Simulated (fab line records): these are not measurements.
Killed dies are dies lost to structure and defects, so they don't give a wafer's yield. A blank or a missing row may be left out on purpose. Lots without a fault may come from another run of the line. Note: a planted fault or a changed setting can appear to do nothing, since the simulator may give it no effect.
A lot that was struck, set against a sound lot + flow n5Finfet + 23 out of 1938 route steps
Sound: wafers L152.1, L152.2, L152.5. Wafers L140.1, L140.2, L140.3 were the ones struck. The cause is given at the end.
For every step that has rows: the tool of each side, followed by ch and its chambers, followed by its first start. Under that, the readings that differ: sound wafers + struck wafers + difference of the means + sigmas: that difference in standard deviations of wafers without a fault.
alike: readings whose means differ by less than 2 such deviations, and words and numbers that are the same on both sides. not compared: withheld readings, readings that some wafer has no value for, bounds like >300 that may hide the same value, and numbers for which the record gives no deviation and whose values overlap.
Wherever a step has rows on one side only, a row that says differs or no value, or a row with sigmas, the two part there. Numbers that don't overlap but have no deviation are shown without sigmas and don't part them. A reading missing from all wafers of one side parts the sides only when that side holds two or more wafers.

first, 9 steps without rows for these wafers: N5_FIN_SAQP_EBR_12; N5_FIN_SAQP_SOFTBAKE_11 (time 60 s); N5_FIN_SAQP_EXPOSE_13 (exposes mask FIN CORE, target cd 35.6 nm); N5_FIN_SAQP_PEB_14 (peb time 60 s); N5_FIN_SAQP_DEVELOP_15 (develop time 30 s); N5_FIN_SAQP_DESCUM_21 (chemistry O2, time 7.9 s); N5_FIN_SAQP_ETCH_51 (etches SiARC in CF4, target depth 45.5 nm, time 75.8 s); N5_FIN_SAQP_ETCH_52 (etches SOC in N2/H2, target depth 100 nm, overetch 20 nm, time 150 s); N5_FIN_SAQP_STRIP_53 (strips in N2/H2).
N5_FIN_SAQP_HM_OPEN_73: chemistry CHF3/O2, target SiO2, stops on a-Si, target depth 12 nm, time 16.8 s.
  sound on rieDiel-03 ch 0,1, day 7 03:40; struck on rieDiel-03 ch 0,1,3, day 4 04:22
  no value came back on the struck wafers for any of 8 readings (CHF3_flow_sccm (sccm), O2_flow_sccm (sccm) and others); on the sound wafers CHF3_flow_sccm (sccm) reads 50.04 49.83 49.94
| reading                                    | sound            | struck            | difference | sigmas |
|--------------------------------------------|------------------|-------------------|------------|--------|
| model.SiARC_of_FIN_SAQP_COAT_50.thkNm (nm) | 5.19 5.836 5.787 | 29.44 29.66 28.88 | +23.72     |        |
  not compared: rfHoursCounterH
then, 1 step without rows for these wafers: N5_FIN_SAQP_STRIP_74 (strips in CHF3/O2).
N5_FIN_SAQP_MANDREL_ETCH_22: etches a-Si in HBr/Cl2, stops on SiNx, target depth 60 nm, bt time 10 s, time 30 s.
  sound on rieSi-02 ch 0,2, day 7 03:45; struck on rieSi-02 ch 0,1,3, day 4 04:28
| reading              | sound             | struck            | difference | sigmas |
|----------------------|-------------------|-------------------|------------|--------|
| oesProductAu (a.u.)  | 0.775 0.772 0.777 | 0.309 0.304 0.308 | -0.468     | -33    |
| throttleValvePct (%) | 35.54 35.29 35.55 | 36.38 36.22 36.45 | +0.89      | +3     |
  alike: biasW, drypumpMotorCurrentA
  not compared: rfHoursCounterH
then, 6 steps without rows for these wafers: N5_FIN_SAQP_STRIP_55 (strips in N2/H2); N5_FIN_SAQP_STRIP_23 (strips in SPM, time 750 s); N5_FIN_SAQP_SRD_66 (time 30 s); N5_FIN_SAQP_RECESS_75 (chemistry HF/NH3, target SiO2, target depth 14.4 nm, afs cycles 3, sublimation time 60 s); N5_FIN_SAQP_SPACER1_ALD_24 (deposits SiO2, target thk 20.3 nm, pulse time 1 s, purge time 2 s); N5_FIN_SAQP_SPACER1_ETCHBACK_25 (etches SiO2 in CHF3/O2, target depth 24.4 nm, time 12.2 s).
N5_FIN_SAQP_MANDREL1_REMOVE_56: chemistry HBr/Cl2/O2, target a-Si, stops on SiNx, bt time 10 s.
  sound on rieSi-06 ch 0,1, day 7 05:41; struck on rieSi-04 ch 0,1,2, day 4 06:06
| reading             | sound             | struck            | difference | sigmas |
|---------------------|-------------------|-------------------|------------|--------|
| oesProductAu (a.u.) | 0.964 0.993 0.989 | 0.373 0.388 0.386 | -0.600     | -37    |
  alike: biasW, drypumpMotorCurrentA, throttleValvePct
  not compared: rfHoursCounterH
N5_FIN_SAQP_CD_MEAS_27: the cd target is 20 nm.
  sound on cdSem-01 ch 0, day 7 05:48; struck on cdSem-02 ch 0, day 4 06:13
| reading   | sound             | struck | difference                    | sigmas |
|-----------|-------------------|--------|-------------------------------|--------|
| cdNm (nm) | 20.38 20.26 20.55 | - - -  | no value on the struck wafers |        |
then, 1 step without rows for these wafers: N5_FIN_SAQP_ETCH_57 (etches SiNx in CH3F/O2, target depth 32.5 nm, time 46.4 s).
N5_BEOL_M4_RC_MEAS_101:
  the record has rows for the sound wafers here (prober-02 ch 0, day 13 12:07) and none for the struck ones
-- a jump in the record: the struck wafers' starts before and after are 11 days apart (it breaks off in module BEOL_M4 and resumes in module PASSIVATION, where the first step shown is number 1936 of the route) --
N5_PASSIVATION_PROBE_49:
  sound: prober-02 at day 17 19:04; struck: prober-02 at day 15 12:40
| reading                 | sound | struck         | difference | sigmas      |
|-------------------------|-------|----------------|------------|-------------|
| defectLimitedYield (%)  | 91.9  | 0 0 0          | -92        | -61         |
| killedAtContacts        | 2     | 19 5 19        | +12        | +2          |
| killedAtFrontEnd        | 54    | 1104 1123 1121 | +1062      | +97         |
| killedDies              | 95    | 1180 1180 1180 | +1085      | +64         |
| killedOnRim             | 12    | 152 152 152    | +140       | +39         |
| sort_bin_5_function (%) | 5.1   | 95.5 96.4 97.1 | +91.2      | +99 or more |
| sortNPass               | 1085  | 0 0 0          | -1085      | -64         |
| sortYieldPct (%)        | 91.9  | 0 0 0          | -92        | -61         |
  alike: killed_at_M0_to_M3, killed_at_M4_up, killedAtOther, killedOpen, killedShort, sort_bin_6_memory

== WHERE THEY PART ==
Last at N5_PASSIVATION_PROBE_49 as far as this record goes, first at N5_FIN_SAQP_HM_OPEN_73.

WHY: the cause the simulator had injected
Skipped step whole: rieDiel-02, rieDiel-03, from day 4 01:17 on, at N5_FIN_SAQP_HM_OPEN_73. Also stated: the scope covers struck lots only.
